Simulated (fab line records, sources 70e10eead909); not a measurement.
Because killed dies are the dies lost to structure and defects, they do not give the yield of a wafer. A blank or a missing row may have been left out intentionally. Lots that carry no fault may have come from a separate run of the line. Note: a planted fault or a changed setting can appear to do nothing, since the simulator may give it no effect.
Commonality check across tools ; flow nand_harc ; Sample size 7 lots and 21 wafers

== REASON IT WAS OPENED ==
On 2 of the 7 lots, a flag is raised at NHARC_END_SORT_01 on the reading killed_at_periphery. Wafers without a fault read 3.2, standard deviation 2.4.
Rule: a lot is flagged in two cases, either no wafer of it has a number, or all its wafers with numbers fall more than 4 standard deviations from that mean. All remaining lots are regarded as sound.

lot;measured;on;killed_at_periphery, wafer by wafer;flag
L388;day 24 04:32;prober-02;1 2 1;
L391;day 24 05:25;prober-01;4 4 5;
L390;day 24 14:04;prober-01;3 7 1;
L397;day 25 10:55;prober-01;4 0 2;
L398;day 25 18:42;prober-02;650 642 644;FLAGGED
L399;day 26 02:29;prober-02;645 643 650;FLAGGED
L404;day 26 10:16;prober-02;4 2 3;
On average the flagged lots read 645.7, which is +642.5 against the usual, or +99 or more standard deviations.

== LOT BY LOT: THE TOOL USED ==
Before the reading, the record contains 4 process steps out of a 1159-step route. In each cell: the tool, then ch and the chambers that the sampled wafers went through, then the start.
lot;flag;NHARC_P_M0_ANNEAL_30;NHARC_P_M1_ETCH_35;NHARC_P_M1_DEGAS_29;NHARC_P_M1_PRE_CLEAN_30
L388;;rtp_anneal-02 ch 0, day 7 05:59;rie_diel-05 ch 0,1,3, day 7 08:32;pvd_sputter-03, day 7 09:28;pvd_sputter-03, day 24 04:32 or earlier
L391;;rtp_anneal-01 ch 0, day 7 18:45;rie_diel-02 ch 2,3, day 7 21:01;pvd_sputter-03, day 7 21:58;pvd_sputter-03, day 24 05:25 or earlier
L390;;rtp_anneal-01 ch 0, day 8 02:21;rie_diel-09 ch 0,1,2, day 8 04:41;pvd_sputter-03, day 8 05:38;pvd_sputter-03, day 24 14:04 or earlier
L397;;rtp_anneal-01 ch 0, day 9 16:25;rie_diel-02 ch 0,2,3, day 9 18:47;pvd_sputter-01, day 9 19:43;pvd_sputter-01, day 25 10:55 or earlier
L398;FLAGGED;rtp_anneal-02 ch 0, day 9 17:25;rie_diel-09 ch 0,1, day 9 19:49;pvd_sputter-02, day 9 20:50;pvd_sputter-02, day 25 18:42 or earlier
L399;FLAGGED;rtp_anneal-01 ch 0, day 10 02:13;rie_diel-02 ch 0,1,3, day 10 04:40;pvd_sputter-01, day 10 05:40;pvd_sputter-01, day 26 02:29 or earlier
L404;;rtp_anneal-01 ch 0, day 11 03:23;rie_diel-02 ch 0,1,3, day 11 05:56;pvd_sputter-01, day 11 06:56;pvd_sputter-01, day 26 10:16 or earlier
What the steps here do:
- NHARC_P_M0_ANNEAL_30: time 90 s.
- NHARC_P_M1_ETCH_35: etches the open film in N2/H2, target depth 40 nm, overetch 12 nm, time 43.94 s.
- NHARC_P_M1_DEGAS_29: time 60 s.
- NHARC_P_M1_PRE_CLEAN_30: time 30 s.
- NHARC_END_SORT_01

== FLAGGED AGAINST TOTAL, ONE TOOL AT A TIME (gauges that did the reading follow at the end) ==
step;tool;lots run;flagged;share of the flagged lots;sound lots run after its first flagged lot
NHARC_P_M0_ANNEAL_30;rtp_anneal-01;5;1;some;1 (L404)
NHARC_P_M0_ANNEAL_30;rtp_anneal-02;2;1;some;0
NHARC_P_M1_ETCH_35;rie_diel-02;4;1;some;1 (L404)
NHARC_P_M1_ETCH_35;rie_diel-05;1;0;none;-
NHARC_P_M1_ETCH_35;rie_diel-09;2;1;some;0
NHARC_P_M1_DEGAS_29;pvd_sputter-01;3;1;some;1 (L404)
NHARC_P_M1_DEGAS_29;pvd_sputter-02;1;1;some;0
NHARC_P_M1_DEGAS_29;pvd_sputter-03;3;0;none;-
NHARC_P_M1_PRE_CLEAN_30;pvd_sputter-01;3;1;some;1 (L404)
NHARC_P_M1_PRE_CLEAN_30;pvd_sputter-02;1;1;some;0
NHARC_P_M1_PRE_CLEAN_30;pvd_sputter-03;3;0;none;-
NHARC_END_SORT_01;prober-01;3;0;none;-
NHARC_END_SORT_01;prober-02;4;2;all;1 (L404)
NHARC_P_M1_PRE_CLEAN_30: start missing for some lots; hours and lot order therefore follow NHARC_END_SORT_01.

== WHAT THE TABLE PERMITS ==
1 row of the table ran every flagged lot: prober-02 at NHARC_END_SORT_01.
- prober-02 at NHARC_END_SORT_01 ran 4 lots, 2 of them flagged. After the first flagged lot (L404), sound lots still ran on it; a lasting fault on the whole tool would not permit that.
Not one row of the table ran every flagged lot while running no sound lot after the first.

== WHAT HAD BEEN PUT IN BY THE SIMULATOR ==
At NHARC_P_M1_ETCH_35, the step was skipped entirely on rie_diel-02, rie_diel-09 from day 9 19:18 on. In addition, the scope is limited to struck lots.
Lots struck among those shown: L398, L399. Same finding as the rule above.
